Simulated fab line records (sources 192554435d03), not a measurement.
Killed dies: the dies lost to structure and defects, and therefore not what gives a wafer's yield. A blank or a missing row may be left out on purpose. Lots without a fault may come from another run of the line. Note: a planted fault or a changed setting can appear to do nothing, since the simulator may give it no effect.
Matching of chambers + flow n5 finfet + pecvd-02 running N5_BEOL_M8_PECVD_70: 3 sister chambers
The step deposits SiO2 from TEOS/O2, target thk 20 nm, time 22.7 s. 6 wafers are shown with their chamber, then 12 later ones without.

EACH WAFER AND ITS CHAMBER
| wafer  | chamber | throttle valve pct (%) | heater power w (W) |
|--------|---------|------------------------|--------------------|
| L081.6 | 2       | 20.4                   | 733                |
| L084.2 | 2       | 20.6                   | 820                |
| L084.5 | 1       | 21.3                   | 476                |
| L086.2 | 0       | 22.1                   | 842                |
| L086.4 | 0       | 22.2                   | 843                |
| L086.6 | 1       | 21.3                   | 555                |

WAFERS WITHOUT THEIR CHAMBER
| wafer  | throttle valve pct (%) | heater power w (W) |
|--------|------------------------|--------------------|
| L088.1 | 22.0                   | 899                |
| L088.2 | 20.8                   | 779                |
| L088.3 | 21.3                   | 575                |
| L091.3 | 22.3                   | 872                |
| L091.4 | 21.0                   | 816                |
| L091.6 | 22.1                   | 879                |
| L095.3 | 22.4                   | 750                |
| L095.5 | 21.4                   | 483                |
| L095.6 | 22.7                   | 731                |
| L097.2 | 21.2                   | 502                |
| L097.4 | 22.5                   | 817                |
| L097.5 | 21.2                   | 512                |

EACH ONE'S CHAMBER
| wafer  | from the rows above     | in truth |
|--------|-------------------------|----------|
| L088.1 | 0                       | 0        |
| L088.2 | 2                       | 2        |
| L088.3 | 1                       | 1        |
| L091.3 | 0                       | 0        |
| L091.4 | can't be placed: 2 or 1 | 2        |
| L091.6 | 0                       | 0        |
| L095.3 | 0                       | 0        |
| L095.5 | 1                       | 1        |
| L095.6 | 0                       | 0        |
| L097.2 | 1                       | 1        |
| L097.4 | 0                       | 0        |
| L097.5 | 1                       | 1        |
Correct placement for 11 of the 12. Unplaceable from these rows: 1, with the true chamber sitting among the candidates in 1. 0 placed wrongly.
How it was worked out, from the rows above alone: a wafer's distance from a chamber is the root of the sum, over the readings, of the square of ((its reading less the chamber's mean) divided by the reading's scatter). If the next closest chamber is less than 2 further off than the closest, the wafer can't be placed; otherwise it belongs to the closest. Each chamber's mean is taken over the wafers shown for it. The scatter is the square root of a quotient: the sum, over the shown wafers, of each reading's squared deviation from its chamber's mean, divided by wafers minus chambers.
